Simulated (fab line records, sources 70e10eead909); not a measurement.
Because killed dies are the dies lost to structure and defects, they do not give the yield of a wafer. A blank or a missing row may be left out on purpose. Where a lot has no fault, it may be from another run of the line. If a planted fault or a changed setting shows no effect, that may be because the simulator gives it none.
Comparing a struck lot with a sound one || flow nandHarc || 14 out of 1159 route steps
Sound: wafers L722.1, L722.5, L722.6. The struck wafers were L729.2, L729.5, L729.6. The cause comes at the end.
Order at every step that has rows: each side's tool, ch and its chambers, its first start. Under that, the readings that differ: sound wafers || struck wafers || difference of the means || sigmas: that difference in standard deviations of wafers without a fault.
alike: words and numbers the same on both sides, and readings whose means are apart by under 2 such deviations; not compared: readings that were withheld, readings missing a value for some wafer, numbers with overlapping values and no deviation given by the record, and bounds like >300 which may hide the same value.
A row with sigmas, a row that says differs or no value, or rows on one side alone: a step with any of these is where the two part. Numbers that don't overlap but have no deviation are shown without sigmas and don't part them. A reading that every wafer of one side lacks parts them only if that side has two wafers or more.

NHARC_P_CONTACT_CVD_23: deposits W, target thk 200 nm, time 557 s.
  sound on cvdW-01 ch 0,1; struck on cvdW-01 ch 1
  alike: heaterPowerW, throttleValvePct
  not compared: sinceWetCleanH
NHARC_P_CONTACT_CMP_24: polishes, t overpolish 30 s, target thk 200 nm.
  sound on cmp-03 ch 0,1,3, day 7 02:50; struck on cmp-03 ch 0,1, day 8 23:12
  alike: motorCurrentA, overpolishRunS, timeToEndpointS
next, for these wafers, 1 step has no rows: NHARC_P_CONTACT_SRD_26.
NHARC_P_CONTACT_INSPECT_27:
  sound on defectInspect-02 at day 7 03:10; struck on defectInspect-01 at day 8 23:37
  alike: rawDefectCount
then, 7 steps without rows for these wafers: NHARC_P_M0_DEP_00 (deposits SiOC, target thk 150 nm); NHARC_P_M0_DEHYDRATE_01 (time 120 s); NHARC_P_M0_HMDS_02 (time 30 s); NHARC_P_M0_COAT_33 (time 65 s); NHARC_P_M0_COAT_03 (resist thk 90 nm); NHARC_P_M0_SOFTBAKE_04 (time 55 s); NHARC_P_M0_EBR_05.
NHARC_P_M0_EXPOSE_06: exposes mask P M0, target cd 90 nm.
  sound on arfiScanner-03 ch 0, day 7 03:56; struck on arfiScanner-01 ch 0, day 9 00:22
{"reading": "exposureDoseMJCm2", "sound": "81.29 81.17 81.25", "struck": "81.63 81.69 81.71", "difference": "+0.44", "sigmas": "+6"}
  alike: mask
then, 1 step without rows for these wafers: NHARC_P_M0_PEB_07 (peb time 65 s).
-- the record jumps here: 17 days lie between the struck wafers' starts before and after (it left off in module P_M0 and takes up again in module END, whose first step shown is number 1159 of the route) --
NHARC_END_SORT_01:
  the record has rows for the struck wafers here (prober-02 ch 0, day 25 14:52) and none for the sound ones

WHERE THEY PART
At NHARC_P_M0_EXPOSE_06 first; at NHARC_END_SORT_01 last (within this record only).

WHY: whatever the simulator had introduced
Process parameters drifting: arfiScanner-01 at NHARC_P_M0_EXPOSE_06, beginning at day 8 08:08. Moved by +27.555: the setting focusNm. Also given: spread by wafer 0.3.
